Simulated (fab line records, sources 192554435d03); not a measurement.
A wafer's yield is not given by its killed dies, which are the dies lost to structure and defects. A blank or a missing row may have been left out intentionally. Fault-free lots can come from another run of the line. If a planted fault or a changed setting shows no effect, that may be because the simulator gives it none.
Chamber matching / flow n5_finfet / 4 sister chambers for N5_MOL_CONTACT_COAG_DESCUM_13 on rie_diel-01
The step chemistry O2, time 7 s. 4 wafers are shown with their chamber, then 8 later ones without.

WAFERS, EACH WITH ITS CHAMBER
wafer=L083.6; chamber=3; throttle_valve_pct (%)=20.57
wafer=L090.6; chamber=2; throttle_valve_pct (%)=20.62
wafer=L091.6; chamber=1; throttle_valve_pct (%)=20.27
wafer=L092.3; chamber=0; throttle_valve_pct (%)=20.51

WAFERS WHOSE CHAMBER IS MISSING
wafer=L092.5; throttle_valve_pct (%)=20.61
wafer=L092.6; throttle_valve_pct (%)=20.24
wafer=L095.2; throttle_valve_pct (%)=20.63
wafer=L095.5; throttle_valve_pct (%)=20.53
wafer=L095.6; throttle_valve_pct (%)=20.26
wafer=L097.3; throttle_valve_pct (%)=20.63
wafer=L097.4; throttle_valve_pct (%)=20.29
wafer=L097.5; throttle_valve_pct (%)=20.63

CHAMBER TAKEN BY EACH
wafer=L092.5; from the rows above=can't be placed: 2 or 3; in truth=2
wafer=L092.6; from the rows above=1; in truth=1
wafer=L095.2; from the rows above=2; in truth=2
wafer=L095.5; from the rows above=can't be placed: 0 or 3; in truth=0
wafer=L095.6; from the rows above=1; in truth=1
wafer=L097.3; from the rows above=2; in truth=2
wafer=L097.4; from the rows above=1; in truth=1
wafer=L097.5; from the rows above=2; in truth=2
Correctly placed: 6 of 8. These rows do not allow placing 2 (true chamber among the candidates in 2). Wrongly placed: 0.
How it was worked out, from the rows above alone: a wafer's distance from a chamber is the root of the sum, over the readings, of the square of ((its reading less the chamber's mean) divided by the reading's scatter). The wafer belongs to the nearest chamber; if the next one is less than 2 further off, it can't be placed. The mean given for a chamber averages the wafers shown for that chamber. The scatter: with one shown wafer a chamber, the root of the mean of the squares of how far each hidden wafer lies from its nearest shown one.
